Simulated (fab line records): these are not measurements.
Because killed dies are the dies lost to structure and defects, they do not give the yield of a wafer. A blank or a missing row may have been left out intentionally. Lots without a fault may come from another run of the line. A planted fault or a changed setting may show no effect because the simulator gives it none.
fab line records	flow n5Finfet	part 1 of 2: steps 1 to 4 of 6
record lots=22	wafers=66	lastDay=18
route steps=1938 shown GATE_CUT@499 MOL_CONTACT_COAG@537
lots that met no fault: taken from a fault-free run of the same line
startH: start of the lot's first displayed wafer, in hours after the record's first day	waitH: hours since the lot's step before	" unchanged from the row above	L1.1+2: one row covering several wafers at once	- no value present, or no start provided	* or withheld: withheld	< > ~ a bound
route shown NAME@n: NAME is a module with steps in the file, n the number in the route of the first one	usual: average and standard deviation across the fault-free wafers	same: alike in all rows	chamber/n: place in a boat	sites: each site's reading	_std_site: how widely they spread, as a standard deviation	_edge_site: the outer-site mean with the inner-site mean subtracted	radiusMm: for every site, how far away it sits from the centre of the wafer	mask NAME#n: copy n	behind: the last tool/chamber to shape the wafer	hold: what put the lot on hold/how long, in hours/how the hold closed	device: which transistor (n, p or np) failed to switch	end of line: at the end of the route, the tests of the same wafers	step lacking rows: just its recipe	killed: dies lost to structure and defects at the first sort, not the wafer's yield	map: shows each die of a wafer: x if killed, . if not, _ if none is there
set.NAME: the setting as run; set.NAME@STEP: as run at that earlier step	model.NAME: the simulator's own value behind a step, which no gauge read
the route's steps for a sample of lots (tables are steps, rows are wafers)
services: when a tool's chamber went out of use (startH, in hours from the record's first day, below 0 if earlier), for how many hours, and the reason
## steps
# step N5_GATE_CUT_ETCH_19
# recipe chemistry=CH3F/O2	target=SiNx	maskMaterial=SiO2	targetDepthA=537	timeS=76.7	pressureMtorr=30	sourceW=395	biasW=73	Ar_flow_sccm=150	CH3F_flow_sccm=30	O2_flow_sccm=20	ionEnergyEv=120	ends=cleared
# usual O2_flow_sccm=20.00/0.059	drypumpMotorCurrentA=5.8/0.35	etchRfOnTimeS=76.9/0.89	oesProductAu=0.67/0.076	rfVppV=297/3.6	showerheadPlenumPTorr=2.01/0.053	throttleValvePct=16.38/0.26
lot.wafer	tool	chamber	startH	waitH	O2_flow_sccm	drypumpMotorCurrentA	etchRfOnTimeS	oesProductAu	rfHoursCounterH	rfVppV	showerheadPlenumPTorr	throttleValvePct
L074.1	rieDiel-04	3	87.63	0.0	20.02	5.4	77.6	0.69	88	300	2.02	16.24
L074.2	"	1	"	"	19.96	5.6	77.0	0.59	188	293	2.07	16.40
L074.5	"	3	"	"	19.95	5.5	76.5	0.70	-	300	2.02	16.25
L075.1	rieDiel-03	0	90.04	0.0	19.92	5.6	75.9	0.80	20	295	1.96	15.72
L075.2	"	1	"	"	20.06	6.1	78.5	0.66	140	302	2.09	16.69
L075.3	"	3	"	"	20.06	6.3	77.4	0.67	129	295	2.10	16.26
L076.3	rieDiel-03	3	96.26	0.0	20.02	6.3	77.0	0.66	130	295	2.09	16.27
L076.4	"	2	"	"	19.98	6.3	77.9	0.59	249	293	1.96	16.45
L076.6	"	3	"	"	19.95	6.3	76.5	0.67	-	296	2.10	16.27
L077.4	rieDiel-06	2	105.93	0.0	19.99	5.2	75.8	0.73	54	303	2.02	16.43
L077.5	"	2	"	"	19.99	5.2	76.2	0.73	-	302	2.02	16.43
L077.6	"	3	"	"	20.05	5.8	77.5	0.56	-	293	2.05	16.32
L078.4	rieDiel-04	2	107.67	0.0	19.88	5.6	76.3	0.72	78	295	1.94	16.25
L078.5	"	0	"	"	20.02	6.3	78.1	0.57	-	298	1.97	16.80
L078.6	"	1	"	"	19.99	5.6	77.2	0.59	-	295	2.07	16.42
L079.2	rieDiel-06	0	117.39	0.0	20.14	5.7	76.4	0.61	206	301	2.06	16.38
L079.4	"	0	"	"	20.08	5.8	76.5	0.61	-	301	2.06	16.36
L079.6	"	2	"	"	19.98	5.2	76.0	0.73	-	302	2.02	16.45
L080.1	rieDiel-04	3	122.04	0.0	20.08	5.5	75.3	0.70	98	299	2.02	16.27
L080.4	"	0	"	"	20.00	6.3	77.4	0.58	235	297	1.97	16.81
L080.5	"	0	"	"	20.07	6.3	77.1	0.58	-	296	1.97	16.80
L081.3	rieDiel-06	2	129.55	0.0	20.00	5.2	77.0	0.72	63	302	2.02	16.46
L081.5	"	0	"	"	20.14	5.7	77.7	0.60	-	302	2.06	16.39
L081.6	"	3	"	"	20.03	5.8	78.2	0.56	-	294	2.04	16.32
L083.2	rieDiel-03	0	140.86	0.0	19.99	5.6	75.7	0.77	36	293	1.96	15.77
L083.5	"	2	"	"	20.04	6.3	75.3	0.83	-	293	1.96	16.01
L083.6	"	1	"	"	19.90	6.1	78.2	0.64	-	301	2.09	16.72
L084.1	rieDiel-06	2	147.46	0.0	19.97	5.2	76.0	0.72	68	300	2.02	16.48
L084.3	"	0	"	"	20.02	5.7	77.4	0.60	217	301	2.06	16.40
L084.6	"	1	"	"	19.94	5.9	77.6	0.61	-	304	1.98	16.85
L085.1	rieDiel-06	2	152.56	0.0	20.05	5.2	77.4	0.71	70	302	2.02	16.46
L085.2	"	1	"	"	19.84	5.9	77.0	0.61	209	302	1.98	16.84
L085.3	"	0	"	"	20.03	5.8	76.6	0.59	219	301	2.06	16.39
L086.3	rieDiel-04	2	162.67	0.0	20.00	5.7	77.3	0.70	94	293	1.93	16.30
L086.4	"	0	"	"	20.06	6.3	78.2	0.57	248	296	1.97	16.84
L086.5	"	3	"	"	20.10	5.5	76.9	0.68	-	298	2.01	16.30
L087.2	rieDiel-06	0	166.56	0.0	19.98	5.7	77.7	0.59	224	302	2.06	16.42
L087.3	"	2	"	"	19.99	5.2	76.8	0.70	75	302	2.02	16.49
L087.6	"	1	"	"	19.99	5.9	78.3	0.60	-	302	1.98	16.85
L088.2	rieDiel-06	3	168.15	0.0	20.04	5.8	76.2	0.80	3	294	2.04	15.85
L088.4	"	2	"	"	20.05	5.2	75.7	0.72	76	301	2.02	16.48
L088.6	"	3	"	"	20.01	5.8	76.0	0.81	-	293	2.04	15.85
L089.2	rieDiel-04	2	185.35	0.0	19.92	5.6	76.6	0.70	101	294	1.93	16.31
L089.3	"	1	"	"	19.93	5.5	77.8	0.58	219	294	2.06	16.46
L089.6	"	2	"	"	19.96	5.7	77.2	0.69	-	293	1.93	16.29
L090.1	rieDiel-04	1	186.72	0.0	20.01	5.6	76.8	0.58	220	293	2.06	16.45
L090.2	"	2	"	"	20.05	5.6	76.6	0.69	102	293	1.93	16.29
L090.6	"	2	"	"	19.96	5.6	76.6	0.69	-	294	1.93	16.29
L091.1	rieDiel-03	3	188.31	0.0	19.93	6.3	78.1	0.64	158	293	2.09	16.32
L091.4	"	0	"	"	19.99	5.6	76.1	0.76	49	295	1.95	15.81
L091.6	"	0	"	"	19.90	5.7	75.9	0.76	-	296	1.95	15.80
L093.1	rieDiel-03	0	198.20	0.0	20.04	5.6	75.2	0.76	52	294	1.95	15.80
L093.3	"	3	"	"	20.08	6.3	77.3	0.64	161	296	2.08	16.32
L093.4	"	1	"	"	19.92	6.1	78.3	0.64	172	301	2.08	16.75
L094.1	rieDiel-04	0	208.33	0.0	20.05	6.3	76.5	0.81	6	297	1.96	16.38
L094.5	"	2	"	"	20.10	5.6	76.5	0.68	-	294	1.93	16.34
L094.6	"	0	"	"	19.99	6.3	76.5	0.80	-	297	1.96	16.38
L095.2	rieDiel-04	1	209.92	0.0	19.97	5.5	76.8	0.58	228	294	2.06	16.48
L095.5	"	0	"	"	19.95	6.3	75.2	0.81	-	297	1.96	16.38
L095.6	"	1	"	"	19.99	5.6	76.1	0.58	-	294	2.06	16.48
L096.1	rieDiel-04	2	217.61	0.0	19.97	5.6	77.1	0.68	115	295	1.93	16.33
L096.2	"	0	"	"	19.96	6.3	76.6	0.79	10	296	1.96	16.40
L096.3	"	1	"	"	19.97	5.6	77.7	0.57	232	294	2.06	16.49
L097.1	rieDiel-04	0	223.81	0.0	20.03	6.3	75.9	0.79	13	295	1.96	16.40
L097.2	"	3	"	"	20.03	5.5	76.3	0.67	126	299	2.01	16.32
L097.4	"	2	"	"	19.97	5.7	76.8	0.69	117	293	1.93	16.32
# step N5_GATE_CUT_CUT_ETCH_53
# recipe chemistry=SF6/Cl2	target=W	maskMaterial=SiO2	targetDepthA=792	pressureMtorr=8	icpW=900	biasW=80	SF6_flow_sccm=40	Cl2_flow_sccm=60	ends=cleared
# usual drypumpMotorCurrentA=5.3/0.41	etchRfOnTimeS=26.4/0.44	oesProductAu=0.67/0.087	throttleValvePct=28.89/0.12
lot.wafer	tool	chamber	startH	waitH	drypumpMotorCurrentA	etchRfOnTimeS	oesProductAu	rfHoursCounterH	throttleValvePct
L074.1	rieMetal-03	1	87.74	0.1	5.6	26.1	0.55	131	28.93
L074.2	"	0	"	"	4.9	26.5	0.72	32	28.88
L074.5	"	0	"	"	4.8	26.5	0.71	-	28.89
L075.1	rieMetal-03	1	90.15	0.1	5.6	26.0	0.55	131	28.94
L075.2	"	0	"	"	4.9	26.2	0.72	33	28.86
L075.3	"	1	"	"	5.6	25.8	0.55	-	28.92
L076.3	rieMetal-03	1	96.39	0.1	5.6	26.0	0.55	-	28.92
L076.4	"	0	"	"	4.9	26.5	0.72	-	28.88
L076.6	"	1	"	"	5.6	26.2	0.54	-	28.93
L077.4	rieMetal-01	0	106.06	0.1	5.4	25.6	0.87	-	28.59
L077.5	"	0	"	"	5.4	25.7	0.87	-	28.61
L077.6	"	1	"	"	4.9	25.7	0.82	-	28.79
L078.4	rieMetal-03	1	107.80	0.1	5.6	26.4	0.55	-	28.93
L078.5	"	1	"	"	5.6	26.2	0.54	-	28.92
L078.6	"	0	"	"	4.9	26.8	0.70	-	28.88
L079.2	rieMetal-03	1	117.54	0.1	5.6	26.0	0.55	134	28.92
L079.4	"	1	"	"	5.6	25.9	0.55	-	28.93
L079.6	"	0	"	"	4.9	26.6	0.70	-	28.90
L080.1	rieMetal-02	1	122.15	0.1	5.3	27.0	0.63	67	29.09
L080.4	"	1	"	"	5.3	26.7	0.63	-	29.09
L080.5	"	1	"	"	5.3	26.9	0.62	-	29.10
L081.3	rieMetal-03	0	129.68	0.1	4.8	26.4	0.71	-	28.89
L081.5	"	0	"	"	4.9	26.3	0.71	-	28.90
L081.6	"	1	"	"	5.6	25.6	0.55	-	28.93
L083.2	rieMetal-02	0	140.97	0.1	5.9	26.6	0.72	38	28.77
L083.5	"	1	"	"	5.3	26.8	0.62	-	29.10
L083.6	"	0	"	"	5.9	26.6	0.73	-	28.78
L084.1	rieMetal-03	0	147.56	0.1	4.9	26.6	0.70	38	28.89
L084.3	"	1	"	"	5.6	26.2	0.54	-	28.94
L084.6	"	0	"	"	4.9	26.4	0.70	-	28.89
L085.1	rieMetal-03	0	152.67	0.1	4.9	26.8	0.69	39	28.89
L085.2	"	1	"	"	5.6	26.2	0.54	137	28.94
L085.3	"	0	"	"	4.9	27.0	0.69	-	28.89
L086.3	rieMetal-03	0	162.80	0.1	4.9	26.4	0.69	-	28.90
L086.4	"	1	"	"	5.6	26.3	0.54	-	28.94
L086.5	"	1	"	"	5.6	26.1	0.54	-	28.94
L087.2	rieMetal-02	1	166.66	0.1	5.3	27.3	0.62	70	29.09
L087.3	"	1	"	"	5.4	27.2	0.61	-	29.10
L087.6	"	1	"	"	5.4	27.2	0.61	-	29.08
L088.2	rieMetal-03	0	168.32	0.1	4.9	26.1	0.70	-	28.91
L088.4	"	0	"	"	4.9	26.1	0.70	-	28.91
L088.6	"	0	"	"	4.9	26.3	0.70	-	28.89
L089.2	rieMetal-01	1	185.48	0.1	4.9	26.1	0.78	-	28.80
L089.3	"	1	"	"	4.9	26.3	0.77	-	28.79
L089.6	"	1	"	"	4.8	26.0	0.77	-	28.81
L090.1	rieMetal-03	0	186.83	0.1	4.9	26.4	0.68	43	28.91
L090.2	"	0	"	"	4.9	26.4	0.69	-	28.89
L090.6	"	0	"	"	4.9	26.0	0.70	-	28.90
L091.1	rieMetal-02	0	188.42	0.1	5.9	26.9	0.71	43	28.79
L091.4	"	1	"	"	5.3	27.0	0.61	-	29.10
L091.6	"	1	"	"	5.3	27.0	0.61	-	29.11
L093.1	rieMetal-02	0	198.31	0.1	6.0	26.6	0.71	44	28.79
L093.3	"	1	"	"	5.3	27.4	0.61	-	29.10
L093.4	"	0	"	"	5.9	26.8	0.71	-	28.78
L094.1	rieMetal-02	1	208.44	0.1	5.4	27.0	0.61	76	29.10
L094.5	"	1	"	"	5.3	26.7	0.61	-	29.10
L094.6	"	0	"	"	5.9	26.5	0.72	-	28.78
L095.2	rieMetal-03	0	210.03	0.1	4.9	26.9	0.68	45	28.89
L095.5	"	0	"	"	4.9	26.6	0.68	-	28.91
L095.6	"	1	"	"	5.6	25.9	0.88	-	28.78
L096.1	rieMetal-02	0	217.72	0.1	5.9	26.6	0.71	46	28.78
L096.2	"	1	"	"	5.3	27.0	0.61	76	29.10
L096.3	"	1	"	"	5.3	27.1	0.60	-	29.10
L097.1	rieMetal-01	0	223.92	0.1	5.4	25.8	0.81	10	28.59
L097.2	"	1	"	"	4.8	26.1	0.76	21	28.81
L097.4	"	0	"	"	5.4	26.0	0.81	-	28.61
# step N5_GATE_CUT_INSPECT_26
# recipe inspectInstrument=darkfield	mode=postCmp
# usual rawDefectCount=40/14
lot.wafer	tool	chamber	startH	waitH	rawDefectCount
L074.1	defectInspect-01	-	91.18	0.0	37
L074.2	"	-	"	"	34
L074.5	"	-	"	"	38
L075.1	defectInspect-02	-	95.05	0.0	36
L075.2	"	-	"	"	32
L075.3	"	-	"	"	48
L076.3	defectInspect-01	-	99.34	0.0	31
L076.4	"	-	"	"	30
L076.6	"	-	"	"	45
L077.4	defectInspect-01	-	109.01	0.0	36
L077.5	"	-	"	"	67
L077.6	"	-	"	"	55
L078.4	defectInspect-02	-	110.77	0.0	26
L078.5	"	-	"	"	29
L078.6	"	-	"	"	60
L079.2	defectInspect-02	-	120.67	0.0	59
L079.4	"	-	"	"	29
L079.6	"	-	"	"	40
L080.1	defectInspect-02	-	125.12	0.0	49
L080.4	"	-	"	"	23
L080.5	"	-	"	"	16
L081.3	defectInspect-02	-	132.68	0.0	32
L081.5	"	-	"	"	48
L081.6	"	-	"	"	25
L083.2	defectInspect-01	-	143.94	0.0	26
L083.5	"	-	"	"	28
L083.6	"	-	"	"	35
L084.1	defectInspect-01	-	150.53	0.0	62
L084.3	"	-	"	"	56
L084.6	"	-	"	"	23
L085.1	defectInspect-02	-	155.64	0.0	64
L085.2	"	-	"	"	20
L085.3	"	-	"	"	58
L086.3	defectInspect-01	-	165.79	0.0	44
L086.4	"	-	"	"	21
L086.5	"	-	"	"	34
L087.2	defectInspect-01	-	169.64	0.0	25
L087.3	"	-	"	"	22
L087.6	"	-	"	"	44
L088.2	defectInspect-01	-	171.55	0.0	34
L088.4	"	-	"	"	63
L088.6	"	-	"	"	49
L089.2	defectInspect-01	-	189.25	0.0	32
L089.3	"	-	"	"	26
L089.6	"	-	"	"	20
L090.1	defectInspect-02	-	190.11	0.0	51
L090.2	"	-	"	"	35
L090.6	"	-	"	"	42
L091.1	defectInspect-01	-	191.87	0.0	30
L091.4	"	-	"	"	35
L091.6	"	-	"	"	27
L093.1	defectInspect-01	-	201.28	0.0	68
L093.3	"	-	"	"	56
L093.4	"	-	"	"	62
L094.1	defectInspect-01	-	211.50	0.0	27
L094.5	"	-	"	"	50
L094.6	"	-	"	"	33
L095.2	defectInspect-01	-	213.00	0.0	51
L095.5	"	-	"	"	56
L095.6	"	-	"	"	47
L096.1	defectInspect-02	-	223.43	0.0	54
L096.2	"	-	"	"	58
L096.3	"	-	"	"	29
L097.1	defectInspect-01	-	226.89	0.0	38
L097.2	"	-	"	"	43
L097.4	"	-	"	"	63
# step N5_MOL_CONTACT_COAG_ETCH_15
# recipe chemistry=CH3F/O2	target=SiNx	targetDepthA=70	maskMaterial=SOC	stopOn=Si:P	overEtchFrac=0.75	ionEnergyEv=120	pressureMtorr=30	sourceW=395	biasW=73	Ar_flow_sccm=150	CH3F_flow_sccm=30	O2_flow_sccm=20
# usual O2_flow_sccm=20.01/0.053	drypumpMotorCurrentA=5.7/0.5	oesProductAu=0.56/0.051	rfVppV=297.1/2.3	showerheadPlenumPTorr=1.975/0.028	throttleValvePct=16.39/0.26
lot.wafer	tool	chamber	startH	waitH	O2_flow_sccm	drypumpMotorCurrentA	oesProductAu	rfHoursCounterH	rfVppV	showerheadPlenumPTorr	throttleValvePct
L074.1	rieDiel-01	0	91.85	0.0	20.06	6.5	0.68	13	297.1	1.964	15.86
L074.2	"	3	"	"	20.03	4.8	0.56	161	301.0	1.998	16.47
L074.5	"	0	"	"	20.07	6.5	0.68	-	298.6	1.964	15.86
L075.1	rieDiel-02	2	95.69	0.0	20.02	6.0	0.56	142	294.4	2.008	16.70
L075.2	"	3	"	"	20.12	6.1	0.58	89	298.5	2.024	16.21
L075.3	"	0	"	"	20.02	5.7	0.59	84	295.0	1.943	16.29
L076.3	rieDiel-02	0	100.38	0.0	20.04	5.6	0.59	86	295.7	1.942	16.29
L076.4	"	1	"	"	20.07	6.1	0.55	134	298.9	2.008	16.13
L076.6	"	3	"	"	19.96	6.1	0.58	-	296.8	2.023	16.21
L077.4	rieDiel-01	2	110.06	0.0	20.00	5.7	0.50	239	293.0	1.972	16.77
L077.5	"	2	"	"	19.94	5.7	0.51	-	294.8	1.973	16.75
L077.6	"	3	"	"	20.02	4.8	0.55	-	298.5	1.995	16.51
L078.4	rieDiel-01	3	111.41	0.0	20.01	4.8	0.55	169	299.7	1.995	16.51
L078.5	"	0	"	"	19.99	6.5	0.67	-	297.0	1.962	15.88
L078.6	"	3	"	"	20.02	4.8	0.55	-	297.5	1.994	16.50
L079.2	rieDiel-05	3	121.39	0.0	20.01	5.7	0.53	193	297.5	1.985	16.74
L079.4	"	0	"	"	20.02	5.1	0.51	216	292.4	1.979	16.32
L079.6	"	2	"	"	19.95	5.1	0.54	-	297.6	1.914	16.37
L080.1	rieDiel-02	0	125.81	0.0	20.09	5.6	0.58	94	297.3	1.939	16.31
L080.4	"	1	"	"	19.90	6.1	0.54	144	299.8	2.005	16.15
L080.5	"	1	"	"	19.97	6.1	0.54	-	299.9	2.005	16.16
L081.3	rieDiel-01	3	133.44	0.0	20.00	4.8	0.54	178	299.3	1.992	16.51
L081.5	"	0	"	"	20.00	6.5	0.66	-	297.3	1.958	15.90
L081.6	"	2	"	"	20.02	5.7	0.50	-	294.2	1.969	16.78
L083.2	rieDiel-01	0	147.79	0.0	19.98	6.5	0.64	34	297.3	1.957	15.90
L083.5	"	0	"	"	20.04	6.5	0.65	-	296.6	1.957	15.90
L083.6	"	3	"	"	19.88	4.8	0.54	-	299.0	1.991	16.53
L084.1	rieDiel-05	1	152.76	0.0	20.01	6.0	0.51	245	300.4	1.969	16.45
L084.3	"	3	"	"	20.03	5.8	0.52	204	297.3	1.982	16.75
L084.6	"	1	"	"	20.05	6.0	0.51	-	300.3	1.969	16.44
L085.1	rieDiel-02	1	156.41	0.0	19.96	6.1	0.53	154	300.5	2.001	16.18
L085.2	"	0	"	"	19.92	5.6	0.58	104	296.5	1.936	16.34
L085.3	"	2	"	"	20.05	5.9	0.55	163	295.5	2.001	16.75
L086.3	rieDiel-05	2	166.66	0.0	19.95	5.1	0.53	169	297.8	1.908	16.41
L086.4	"	2	"	"	19.94	5.1	0.52	-	298.1	1.908	16.42
L086.5	"	3	"	"	20.08	5.7	0.52	-	296.8	1.980	16.77
L087.2	rieDiel-02	2	170.38	0.0	20.09	6.0	0.54	169	294.1	1.999	16.77
L087.3	"	0	"	"	19.98	5.7	0.58	109	296.1	1.934	16.34
L087.6	"	2	"	"	20.02	5.9	0.55	-	292.9	1.999	16.77
L088.2	rieDiel-01	3	172.32	0.0	19.96	4.8	0.55	193	301.0	1.986	16.55
L088.4	"	0	"	"	19.93	6.5	0.64	45	298.6	1.954	15.90
L088.6	"	2	"	"	20.08	5.7	0.71	-	295.7	1.968	16.29
L089.2	rieDiel-01	1	190.02	0.0	20.01	5.7	0.50	239	296.8	1.963	16.45
L089.3	"	0	"	"	20.01	6.5	0.64	51	297.2	1.952	15.91
L089.6	"	1	"	"	20.04	5.7	0.50	-	298.9	1.963	16.45
L090.1	rieDiel-01	0	190.75	0.0	19.99	6.5	0.62	51	298.5	1.953	15.92
L090.2	"	2	"	"	19.98	5.7	0.69	12	294.7	1.965	16.32
L090.6	"	3	"	"	20.00	4.8	0.54	-	297.4	1.985	16.54
L091.1	rieDiel-05	0	192.64	0.0	19.97	5.1	0.50	238	292.2	1.972	16.36
L091.4	"	2	"	"	19.95	5.1	0.52	-	297.7	1.905	16.44
L091.6	"	3	"	"	20.19	5.7	0.51	-	297.4	1.976	16.78
L093.1	rieDiel-02	3	202.04	0.0	19.99	6.1	0.56	125	297.9	2.011	16.27
L093.3	"	0	"	"	20.07	5.6	0.57	120	296.4	1.931	16.38
L093.4	"	2	"	"	20.01	6.0	0.54	179	292.9	1.996	16.80
L094.1	rieDiel-02	2	212.26	0.0	20.01	5.9	0.54	183	292.3	1.995	16.80
L094.5	"	3	"	"	20.01	6.0	0.55	-	297.5	2.010	16.29
L094.6	"	2	"	"	20.10	6.0	0.54	-	292.7	1.995	16.80
L095.2	rieDiel-02	3	213.64	0.0	19.95	6.0	0.55	130	297.1	2.010	16.28
L095.5	"	2	"	"	19.97	5.9	0.54	-	294.2	1.995	16.80
L095.6	"	3	"	"	19.96	6.1	0.56	-	297.2	2.010	16.28
L096.1	rieDiel-01	0	224.07	0.0	19.97	6.5	0.62	59	297.5	1.950	15.95
L096.2	"	3	"	"	19.99	4.8	0.52	212	300.1	1.980	16.61
L096.3	"	2	"	"	20.04	5.7	0.67	24	292.6	1.961	16.33
L097.1	rieDiel-02	3	227.56	0.0	20.05	6.0	0.55	133	296.8	2.009	16.28
L097.2	"	2	"	"	19.97	5.9	0.53	187	294.2	1.993	16.81
L097.4	"	1	"	"	20.02	6.1	0.52	178	298.6	1.993	16.21
